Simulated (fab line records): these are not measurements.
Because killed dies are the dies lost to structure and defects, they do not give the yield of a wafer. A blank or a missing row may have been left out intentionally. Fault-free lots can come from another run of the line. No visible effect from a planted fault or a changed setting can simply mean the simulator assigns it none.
Lot-split experiment	flow n5Finfet	39 wafers read across 7 lots, on a route 1938 steps long

ON THE SPLIT
At N5_BEOL_M7_ILD_DEP_00 (deposits SiCOH lowk from DEMS/porogen, target thk 179.75 nm, time 33.4 s), the setting targetThkA was moved away from the recipe's 1797.5 angstrom on 12 of the 39 wafers read, by +15.2% to +41.1%. This setting was run at the recipe's value on the other wafers.

FROM THE SPLIT ON TO THE READING: in between, the file shows 1 step
- N5_BEOL_M7_CURE_74: cures SiCOH lowk, time 240 s

THE READING
M7_ILD_THK (nm), taken at N5_BEOL_M7_THK_MEAS_01. Fault-free wafers of this fab line usually give 153.9 nm, standard deviation 2.2 nm.

wafer	tool, chamber at the split	targetThkA as run, angstrom	against the recipe	M7_ILD_THK, nm	against lot-mates on the recipe
L075.1	pecvd-04, 2	1797.5	recipe	151.1	-
L075.2	pecvd-04, 1	1797.5	recipe	149.4	-
L075.3	pecvd-04, 0,1,2	1797.5	recipe	152.0	-
L075.4	pecvd-04, 0,1,2	1797.5	recipe	151.8	-
L075.5	pecvd-04, 0	1797.5	recipe	156.7	-
L075.6	pecvd-04, 0,1,2	1797.5	recipe	151.8	-
L079.1	pecvd-01, 2	2452	+36.4%	210.1	+54.4
L079.2	pecvd-01, 1	1797.5	recipe	153.9	-
L079.3	pecvd-01, 2	1797.5	recipe	156.9	-
L079.4	pecvd-01, 1	2452	+36.4%	212.0	+56.3
L079.5	pecvd-01, 1	2452	+36.4%	214.2	+58.5
L079.6	pecvd-01, 2	1797.5	recipe	156.4	-
L081.1	pecvd-02, 0	1797.5	recipe	150.4	-
L081.2	pecvd-02, 2	1797.5	recipe	153.5	-
L081.3	pecvd-02, 1	1797.5	recipe	151.1	-
L081.4	pecvd-02, 2	1797.5	recipe	154.9	-
L081.5	pecvd-02, 0	1797.5	recipe	152.3	-
L081.6	pecvd-02, 1	1797.5	recipe	153.9	-
L083.1	pecvd-04, 1	1797.5	recipe	150.9	-
L083.2	pecvd-04, 0	1797.5	recipe	152.8	-
L083.3	pecvd-04, 2	2070	+15.2%	176.5	+23.4
L083.4	pecvd-04, 0	2070	+15.2%	179.7	+26.6
L083.5	pecvd-04, 1	2070	+15.2%	177.2	+24.1
L083.6	pecvd-04, 2	1797.5	recipe	155.5	-
L080.1	pecvd-04, 2	1797.5	recipe	152.0	-
L080.2	pecvd-04, 0	2447	+36.1%	207.7	+54.7
L080.3	pecvd-04, 2	2447	+36.1%	210.8	+57.8
L080.4	pecvd-04, 0	1797.5	recipe	153.2	-
L080.5	pecvd-04, 2	1797.5	recipe	153.8	-
L080.6	pecvd-04, 0	2447	+36.1%	208.5	+55.5
L085.3	pecvd-04, 0	1797.5	recipe	154.0	-
L085.4	pecvd-04, 2	1797.5	recipe	155.7	-
L085.5	pecvd-04, 0	1797.5	recipe	155.1	-
L093.1	pecvd-04, 1	1797.5	recipe	153.5	-
L093.2	pecvd-04, 2	1797.5	recipe	152.4	-
L093.3	pecvd-04, 0	1797.5	recipe	155.3	-
L093.4	pecvd-04, 2	2537	+41.1%	221.9	+68.2
L093.5	pecvd-04, 0	2537	+41.1%	220.5	+66.8
L093.6	pecvd-04, 1	2537	+41.1%	220.4	+66.7
The file does not say which wafer passed through which chamber wherever a row lists several chambers: such a row stands for several wafers.

FIT RESULTS
A straight line over all 39 wafers: M7_ILD_THK changes by +1.6 nm for each +1% of targetThkA; r = +1.00; the points scatter about the line by 2 nm.
The same after taking each lot's own level away (the mean of its wafers on the recipe; 39 wafers): +1.58 nm for each +1%; r = +1.00; scatter 1.7 nm.
According to that fit, moving targetThkA by its largest amount changes the reading by 65 nm.
The lots' own levels span 152.13 to 155.73 nm, that is 1.6 times the standard deviation above.
The two slopes are in agreement: the lot-to-lot level therefore moves the slope only a little.
Check: for one of the wafers moved furthest among these (+41.1%), held out of the fit, the line's prediction against its lot-mates is +64.8 nm. Against them it came out at +68.2 nm.

OTHER SPLITS APPLIED TO THESE WAFERS
Note: prior to the reading, these wafers also went through further splits. Each is held against what the fit with the lots' levels taken away leaves over:
other split on the same wafers	wafers away from the commonest value	r with M7_ILD_THK (lot level and that fit taken away)
N5_FIN_SAQP_ETCH_65 timeS	15	+0.02
N5_SD_EPI_N_EPI_21 timeS	12	+0.03
N5_MOL_CONTACT_COAG_ETCH_124 targetDepthA	15	-0.09
N5_BEOL_M3_CVD_47 targetThkA	12	+0.03
N5_BEOL_M4_ILD_DEP_00 targetThkA	6	-0.09

THE WHOLE CHAIN: every reading that the file lists as answering this split, in the file's order
step	what it does	reading	change (the file's fit)	r (the file's)
N5_BEOL_M7_ILD_DEP_00	deposits SiCOH lowk from DEMS/porogen, target thk 179.75 nm, time 33.4 s	SiCOH_lowk_of_BEOL_M7_ILD_DEP_00.thkNm (the simulator's own value, which no gauge read)	+1.81 nm for each +1% of the setting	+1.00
N5_BEOL_M7_CURE_74	cures SiCOH lowk, time 240 s	SiCOH_lowk_of_BEOL_M7_ILD_DEP_00.thkNm (the simulator's own value, which no gauge read)	+1.58 nm for each +1% of the setting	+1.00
N5_BEOL_M7_THK_MEAS_01		M7_ILD_THK	+1.58 for each +1% of the setting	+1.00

THE FILE'S OWN FIT
M7_ILD_THK changes by +1.58 nm for each +1% of targetThkA, r = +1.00.
